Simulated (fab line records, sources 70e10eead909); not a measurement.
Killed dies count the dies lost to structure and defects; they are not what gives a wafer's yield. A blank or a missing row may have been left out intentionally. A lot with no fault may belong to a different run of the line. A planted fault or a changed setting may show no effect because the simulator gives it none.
Matching of chambers    flow nandHarc    NHARC_P_BONDPAD_CMP_19 on cmp-04: 4 sister chambers
The step polishes, t overpolish 30 s, cu recess touch 16 s, target thk 160.81 nm. 7 wafers are shown with their chamber, then 8 later ones without.

EACH WAFER AND ITS CHAMBER
wafer   chamber  motorCurrentA (A)  overpolishRunS (s)
L074.1  0        11.2               30.000
L083.1  2        13.4               30.008
L083.3  3        13.0               30.009
L088.1  1        14.0               29.985
L088.5  2        13.5               30.007
L088.6  3        13.0               30.008
L091.1  1        12.7               30.003

WAFERS WHOSE CHAMBER IS MISSING
wafer   motorCurrentA (A)  overpolishRunS (s)
L091.2  13.4               30.003
L091.3  13.1               29.999
L093.1  13.5               30.003
L093.2  13.3               29.987
L093.4  13.6               30.005
L097.2  11.3               30.006
L097.5  13.5               29.983
L097.6  13.0               30.005

THE CHAMBER EACH PASSED THROUGH
wafer   from the rows above           in truth
L091.2  can't be placed: 2 or 3 or 1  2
L091.3  can't be placed: 1 or 3 or 2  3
L093.1  can't be placed: 2 or 3 or 1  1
L093.2  can't be placed: 1 or 2       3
L093.4  can't be placed: 2 or 3 or 1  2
L097.2  0                             0
L097.5  can't be placed: 1 or 2       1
L097.6  can't be placed: 3 or 2 or 1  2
Placed correctly: 1 of 8. These rows do not allow placing 7 (true chamber among the candidates in 6). Wrongly placed: 0.
How it was worked out, from the rows above alone: a wafer's distance from a chamber is the root of the sum, over the readings, of the square of ((its reading less the chamber's mean) divided by the reading's scatter). If the next closest chamber is less than 2 further off than the closest, the wafer can't be placed; otherwise it belongs to the closest. For every chamber, the mean is computed from those of its wafers that are shown. How the scatter is found: for the shown wafers, subtract from each reading the mean of its chamber, square and add these, divide the total by (wafers less chambers), then take the root.
